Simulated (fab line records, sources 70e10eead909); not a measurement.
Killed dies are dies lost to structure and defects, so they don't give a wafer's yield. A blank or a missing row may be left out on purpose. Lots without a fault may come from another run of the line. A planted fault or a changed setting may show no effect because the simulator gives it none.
A struck lot beside a sound one | flow nand_harc | 18 steps out of a route of 1159
Sound: wafers L840.3, L840.4, L840.5. Struck: wafers L850.1, L850.3, L850.6. The cause comes at the end.
At each step with rows: each side's tool, then ch and its chambers, then its first start. Under that, the readings that differ: sound wafers | struck wafers | difference of the means | sigmas: that difference in standard deviations of wafers without a fault.
alike: readings whose means differ by less than 2 such deviations, and words and numbers that are the same on both sides. not compared: withheld readings, readings that some wafer has no value for, bounds like >300 that may hide the same value, and numbers for which the record gives no deviation and whose values overlap.
The two part at a step that has a row with sigmas, a row that says differs or no value, or rows on one side only. Numbers that don't overlap but have no deviation are shown without sigmas and don't part them. A reading that every wafer of one side lacks parts them only if that side has two wafers or more.

NHARC_P_M0_OVL_MEAS_10: pitch 180 nm.
  sound on overlay-02, day 6 11:40; struck on overlay-02, day 9 02:34
  alike: overlay_x_nm, overlay_y_nm
NHARC_P_M0_INSPECT_11:
  sound on defect_inspect-02, day 6 11:42; struck on defect_inspect-02, day 9 02:35
  alike: raw_defect_count
then, 1 step without rows for these wafers: NHARC_P_M0_DESCUM_14 (chemistry O2, time 3 s).
NHARC_P_M0_ETCH_34: etches the open film in N2/H2, target depth 40 nm, overetch 12 nm, time 43.94 s.
  sound on rie_diel-13 ch 0,1,2, day 6 11:51; struck on rie_diel-13 ch 0,2,3, day 9 02:46
  alike: drypump_motor_current_A, mfc_ar_sccm, oes_product_au, rf_fwd_power_W, rf_vpp_V, showerhead_plenum_p_Torr, throttle_valve_pct
  not compared: rf_hours_counter_h
then, 1 step without rows for these wafers: NHARC_P_M0_ETCH_15 (etches the open film in C4F8/Ar, target depth 150 nm, overetch 15 nm, time 82.5 s).
NHARC_P_M0_CD_MEAS_16:
  sound on cd_sem-01, day 6 12:04; struck on cd_sem-02, day 9 03:01
  alike: cd_nm
then, 2 steps without rows for these wafers: NHARC_P_M0_STRIP_18 (strips in N2/H2); NHARC_P_M0_STRIP_19 (strips in post etch residue remover, time 600 s).
NHARC_P_M0_DEGAS_28: time 60 s.
  sound on pvd_sputter-03, day 6 12:41; struck on pvd_sputter-03, day 9 03:42
  alike: heater_power_w
NHARC_P_M0_PRE_CLEAN_29: time 30 s.
  sound on pvd_sputter-03; struck on pvd_sputter-03
  alike: heater_power_w
NHARC_P_M0_PVD_20: deposits TaN, target thk 5 nm, time 8.06 s.
  sound on pvd_sputter-03; struck on pvd_sputter-03
  alike: chamber_pressure_pa, throttle_valve_pct
then, 1 step without rows for these wafers: NHARC_P_M0_PVD_21 (deposits Cu, target thk 30 nm, time 20.49 s).
NHARC_P_M0_ECD_22: material Cu, target thk 400 nm.
  sound on ecd_cu-02 ch 0,1, day 6 13:10; struck on ecd_cu-02 ch 1, day 9 04:14
  no value came back on the struck wafers for bath_heat_duty_pct (%), bath_temp_c (C); on the sound wafers bath_heat_duty_pct (%) reads 6.5 5.6 6.1
NHARC_P_M0_ANNEAL_30: time 90 s.
  sound on rtp_anneal-01 ch 0, day 6 13:56; struck on rtp_anneal-01 ch 0, day 9 04:44
  alike: wafer_temp_C_max
NHARC_P_M0_CMP_23: polishes, t overpolish 20 s, target thk 117.53 nm.
  sound on cmp-04 ch 0,1, day 6 14:12; struck on cmp-01 ch 0,1,3, day 9 05:08
  reading                | sound          | struck      | difference | sigmas
  time_to_endpoint_s (s) | 28.1 28.0 28.0 | 0.0 0.0 3.9 | -26.7      | -12
  alike: motor_current_A
NHARC_P_M0_THK_MEAS_24: measures by xrf.
  sound on film_metro-01, day 6 14:31; struck on film_metro-01, day 9 05:24
  reading     | sound             | struck         | difference | sigmas
  thk_nm (nm) | 117.8 116.7 116.6 | 29.7 31.4 29.7 | -86.8      | -67
then, 1 step without rows for these wafers: NHARC_P_M0_SRD_25.
-- the record jumps here: 13 days lie between the struck wafers' starts before and after (it left off in module P_M0 and takes up again in module END, whose first step shown is number 1159 of the route) --
NHARC_END_SORT_01:
  the record has rows for the struck wafers here (prober-01 ch 0, day 22 02:13) and none for the sound ones

WHERE THEY PART
First at NHARC_P_M0_ECD_22; last, within this record, at NHARC_END_SORT_01.

WHY: what the simulator had put in
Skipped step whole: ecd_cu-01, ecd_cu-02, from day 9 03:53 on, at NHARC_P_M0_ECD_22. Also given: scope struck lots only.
